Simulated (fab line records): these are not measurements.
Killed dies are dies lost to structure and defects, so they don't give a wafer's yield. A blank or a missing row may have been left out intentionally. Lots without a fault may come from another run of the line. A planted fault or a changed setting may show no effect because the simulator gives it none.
A lot that was struck, set against a sound lot -- flow nandHarc -- 15 out of 1302 route steps
Sound: the wafers L748.1, L748.5, L748.6. Wafers struck: L765.1, L765.2, L765.5. Last of all comes the cause.
Per side, at each step with rows, come the tool, then ch with its chambers, and then its first start. Under that, the readings that differ: sound wafers -- struck wafers -- difference of the means -- sigmas: that difference in standard deviations of wafers without a fault.
alike: same words and numbers on both sides, and readings whose means sit less than 2 such deviations apart. not compared: any withheld reading, any reading some wafer has no value for, any bound like >300 that may hide the same value, and any number with overlapping values for which the record gives no deviation.
The two part at a step that has a row with sigmas, a row that says differs or no value, or rows on one side only. Non-overlapping numbers with no deviation appear without sigmas and do not part them. Lack of a reading on every wafer of one side parts them only where that side has two or more wafers.

NHARC_P_START_INSPECT_01:
  struck on defectInspect-01, day 11 10:02; sound on defectInspect-01, day 4 08:02
  alike: rawDefectCount
then, 9 steps without rows for these wafers: NHARC_P_ZERO_WELL_PRECLEAN_00 (cleans in SPM, time 600 s); NHARC_P_ZERO_WELL_SRD_01; NHARC_P_ZERO_WELL_PECVD_02 (deposits SiO2, target thk 10 nm); NHARC_P_ZERO_WELL_DEHYDRATE_03 (time 120 s); NHARC_P_ZERO_WELL_HMDS_04 (time 30 s); NHARC_P_ZERO_WELL_COAT_64 (time 65 s); NHARC_P_ZERO_WELL_COAT_05 (resist thk 600 nm); NHARC_P_ZERO_WELL_SOFTBAKE_06 (time 70 s); NHARC_P_ZERO_WELL_EBR_07.
NHARC_P_ZERO_WELL_EXPOSE_08: exposes mask P ZERO, target cd 500 nm.
  sound on krfScanner-02 ch 0, day 4 08:58; struck on krfScanner-01 ch 0, day 11 11:05
reading,sound,struck,difference,sigmas
exposureDoseMJCm2,33.69 33.76 33.75,28.07 28.10 28.00,-5.68,-99 or more
  alike: mask
then, 2 steps without rows for these wafers: NHARC_P_ZERO_WELL_PEB_09 (peb time 80 s); NHARC_P_ZERO_WELL_DEVELOP_10 (time 50 s).
NHARC_P_ZERO_WELL_CD_MEAS_11: the cd target is 500 nm.
  sound on cdSem-03 ch 0, day 4 09:07; struck on cdSem-01 ch 0
reading,sound,struck,difference,sigmas
cdNm (nm),498.5 500.3 498.0,467.8 467.9 468.1,-31.0,-16
  not compared: hold
-- the record jumps here: 23 days lie between the struck wafers' starts before and after (it left off in module P_ZERO_WELL and takes up again in module END, whose first step shown is number 1302 of the route) --
NHARC_END_SORT_01:
  sound on prober-02 ch 0, day 26 10:29; struck on prober-01 ch 0, day 34 12:13
reading,sound,struck,difference,sigmas
killedAtPeriphery,9,3 1 3,-7,-2
  alike: killedAtArray, killedAtOther, killedDies, killedOpen, killedShort

WHERE THEY PART
First at NHARC_P_ZERO_WELL_EXPOSE_08; last, within this record, at NHARC_END_SORT_01.

WHY: what the simulator had put in
Process parameters drifting: krfScanner-01 at NHARC_P_ZERO_WELL_EXPOSE_08, beginning at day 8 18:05. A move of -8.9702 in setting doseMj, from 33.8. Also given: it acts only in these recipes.
